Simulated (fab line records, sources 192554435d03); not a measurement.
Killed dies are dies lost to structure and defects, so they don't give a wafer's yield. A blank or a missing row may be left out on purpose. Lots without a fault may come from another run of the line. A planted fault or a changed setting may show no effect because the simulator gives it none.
One fault seen from 2 desks | flow n5_finfet | each desk has only its own numbers; what lay behind them comes last

THE METROLOGY DESK
What the gauges read, lot by lot, whatever tool the lot ran on: means of the sampled wafers that have a number. A lot is out of limits, marked OUT, if its mean lies more than 4 standard deviations from the usual mean; the brackets give that distance. Of its 11 readings 7 are shown: those that lie furthest out on some lot.
Columns: A = cd_nm at N5_BEOL_M1_CD_MEAS_28, usual 23.94 nm; B = DIBL_N at N5_BEOL_M4_RC_MEAS_101, usual 37.0 mV/V; C = DIBL_P at N5_BEOL_M4_RC_MEAS_101, usual 37.3 mV/V; D = IOFF_P at N5_BEOL_M4_RC_MEAS_101, usual 0.23 nA/um; E = SS_N at N5_BEOL_M4_RC_MEAS_101, usual 71.7 mV/dec; F = SS_P at N5_BEOL_M4_RC_MEAS_101, usual 73.6 mV/dec; G = VT_P at N5_BEOL_M4_RC_MEAS_101, usual -250 mV
lot  | first seen here | A     | B    | C    | D    | E    | F    | G
L838 | day 6 07:07     | 24.30 | 37.9 | 38.6 | 0.24 | 71.8 | 74.9 | -249
L840 | day 6 22:41     | 23.92 | 38.3 | 39.3 | 0.22 | 72.0 | 74.0 | -251
L850 | day 9 18:23     | 24.01 | 35.7 | 36.9 | 0.26 | 71.1 | 73.9 | -247
L851 | day 9 18:31     | 24.14 | 37.5 | 37.0 | 0.24 | 72.3 | 73.7 | -250
L853 | day 10 03:18    | 23.86 | 38.8 | 40.6 | 0.26 | 72.7 | 74.4 | -249
L855 | day 10 13:41    | 24.09 | 33.8 | 35.4 | 0.16 | 71.5 | 72.7 | -256
L856 | day 10 19:44    | 23.93 | 36.2 | 33.8 | 0.19 | 71.3 | 72.8 | -252
L857 | day 11 04:43    | 24.07 | 37.4 | 38.5 | 0.22 | 72.0 | 73.4 | -251
L858 | day 11 11:47    | 24.05 | 38.9 | 37.3 | 0.22 | 71.8 | 73.1 | -254
This desk's finding: nothing out of limits on any of the 9 lots.

THE TOOL OWNER'S DESK: rie_diel-04
The tool's own readings at N5_BEOL_M1_ETCH_69 (etches SiARC in CF4, target depth 15.6 nm, time 26 s): means of the sampled wafers that have a number, for each lot that ran on this tool. A lot is out of limits, marked OUT, if its mean lies more than 4 standard deviations from the usual mean; the brackets give that distance.
Columns: A = drypump_motor_current_A at N5_BEOL_M1_ETCH_69, usual 5.8 A; B = etch_rf_on_time_s at N5_BEOL_M1_ETCH_69, usual 25.9 s; C = oes_product_au at N5_BEOL_M1_ETCH_69, usual 0.65 a.u.; D = rf_fwd_power_W at N5_BEOL_M1_ETCH_69, usual 531.8 W; E = rf_vpp_V at N5_BEOL_M1_ETCH_69, usual 184.0 V; F = showerhead_plenum_p_Torr at N5_BEOL_M1_ETCH_69, usual 2.14 Torr; G = throttle_valve_pct at N5_BEOL_M1_ETCH_69, usual 15.57 %
lot  | first seen here | A   | B    | C    | D     | E     | F    | G
L838 | day 6 07:17     | 5.5 | 26.1 | 0.64 | 532.5 | 184.9 | 2.22 | 15.56
L840 | day 6 22:52     | 6.1 | 28.7 | 0.58 | 532.3 | 184.8 | 2.17 | 15.56
L855 | day 10 13:53    | 5.5 | 26.6 | 0.59 | 532.0 | 183.3 | 2.10 | 15.79
This desk's finding: nothing out of limits on any of the 3 lots.

PUT TOGETHER
The metrology desk saw nothing out of limits.
The tool owner's desk saw nothing out of limits.

WHAT THE SIMULATOR HAD PUT IN
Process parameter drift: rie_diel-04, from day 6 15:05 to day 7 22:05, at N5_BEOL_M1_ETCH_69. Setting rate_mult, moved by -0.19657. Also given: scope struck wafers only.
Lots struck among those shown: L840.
